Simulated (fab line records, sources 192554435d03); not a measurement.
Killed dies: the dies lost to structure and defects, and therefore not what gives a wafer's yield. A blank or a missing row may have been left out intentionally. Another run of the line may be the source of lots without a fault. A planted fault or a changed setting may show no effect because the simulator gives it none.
Problem report, 8D (eight disciplines) form, completed by code :: flow n5Finfet :: the parts of the form that need people (team, actions taken, sign-off) are left out
Where a reading is given only as a bound, like >300, the bound stands for it, and a mean or a difference that rests on one is marked > or <: the true number lies beyond.

1. THE ISSUE
rawDefectCount at N5_PASSIVATION_INSPECT_67 reads a mean of >300 on 2 wafers of 2 lots; wafers without a fault read 1.9 with a standard deviation of 1.4. That is +99 or more standard deviations from the usual mean.
The step: inspects for defects (macro).
Earliest sighting: wafer L809.5 on defectInspect-01 at day 15 07:59. Wafers with a number at this step in the record: 30, from 10 lots. The rule behind "out" and "out of limits": a value lying over 4 standard deviations away from the usual mean. The other wafers with a number count as sound.

2. WHAT IT IS; WHAT IT IS NOT
question: which readings at this step
is: rawDefectCount
is not: -

question: which lots
is: L809, L810
is not: L797, L799, L801, L802, L812, L815, L816, L817

question: which wafers of those lots
is: L809.5, L810.6
is not: L809.3, L809.4, L810.1, L810.2

question: read on which gauges
is: defectInspect-01, defectInspect-02
is not: -

question: when
is: from day 15 07:59
is not: up to then (14 sound wafers); but 14 sound wafers of L810, L812, L815, L816, L817 came after

3. THE SUSPECTS, EACH WITH WHAT RULES IT OUT
Counting: any tool at a process step up to the reading remains a suspect provided it ran every lot that is out. Sound lots after the first of them don't rule it out here, since some wafers of a struck lot are sound.
- the gauge at N5_PASSIVATION_INSPECT_67: ruled out. Those wafers that are out were read across 2 gauges (defectInspect-01, defectInspect-02).
- rieDiel-06 at N5_MIM_BOT_LITHO_DESCUM_10 (chemistry O2, time 7.9 s): kept. It ran every lot that is out, first L809 (day 15 01:23).
- rieDiel-01 at N5_PASSIVATION_DESCUM_12 (chemistry O2, time 7.9 s): kept. It processed each lot that is out (first: L809, day 15 03:28); up to then, its last sound lot is L797 (day 12 10:50).
- pecvd-04 at N5_PASSIVATION_PECVD_53 (deposits SiO2 from TEOS/O2, target thk 800 nm, time 169.4 s): kept. It processed each lot that is out (first: L809, day 15 07:23); up to then, its last sound lot is L799 (day 13 07:33).
Still standing after the count: rieDiel-06 at N5_MIM_BOT_LITHO_DESCUM_10, rieDiel-01 at N5_PASSIVATION_DESCUM_12, pecvd-04 at N5_PASSIVATION_PECVD_53.

4. THE CAUSE (what the simulator had put in)
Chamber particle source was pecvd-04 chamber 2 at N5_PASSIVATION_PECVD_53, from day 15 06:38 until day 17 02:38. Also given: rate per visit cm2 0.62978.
Counting left 3 suspects, and this tool is among them.

5. THE CHAIN OF EFFECTS, in route order
One row per reading whose mean, taken over the struck wafers that have a number, lies over 3 standard deviations from the usual. Only readings whose record carries a usual standard deviation are examined. hours: median over the lots of the time between each lot's start at the first step of this table that gives one and its start at this step. sigmas: the change, counted in usual standard deviations.
hours: 0
step: N5_PASSIVATION_INSPECT_67
reading: rawDefectCount
usual: 1.9
on struck wafers: >300
change: >+298
sigmas: +99 or more

hours: 3
step: N5_PASSIVATION_PROBE_49
reading: defectLimitedYield
usual: 91.3 %
on struck wafers: 82.2
change: -9.1
sigmas: -6.1

hours: 3
step: N5_PASSIVATION_PROBE_49
reading: killedAtOther
usual: 4
on struck wafers: 122
change: +118
sigmas: +35

hours: 3
step: N5_PASSIVATION_PROBE_49
reading: killedDies
usual: 103
on struck wafers: 210
change: +106
sigmas: +6.3

hours: 3
step: N5_PASSIVATION_PROBE_49
reading: sort_bin_5_function
usual: 5.1 %
on struck wafers: 11.5
change: +6.4
sigmas: +6.8

hours: 3
step: N5_PASSIVATION_PROBE_49
reading: sort_bin_8_speed
usual: 0.00 %
on struck wafers: 0.17
change: +0.17
sigmas: +5.7

hours: 3
step: N5_PASSIVATION_PROBE_49
reading: sortNPass
usual: 1077
on struck wafers: 968
change: -108
sigmas: -6.4

hours: 3
step: N5_PASSIVATION_PROBE_49
reading: sortYieldPct
usual: 91.3 %
on struck wafers: 82.0
change: -9.2
sigmas: -6.2
The process steps in it:
- N5_PASSIVATION_PROBE_49

6. HOW IT WOULD HAVE BEEN CAUGHT EARLIER
In this record the first reading out of limits at a measuring or inspecting step was taken at day 15 07:59, 1 hour after the fault began at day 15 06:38.
L810, from the lots that are out (2), started N5_PASSIVATION_PECVD_53 on pecvd-04 later than day 15 07:59. Putting the tool on hold at that point would have spared it.
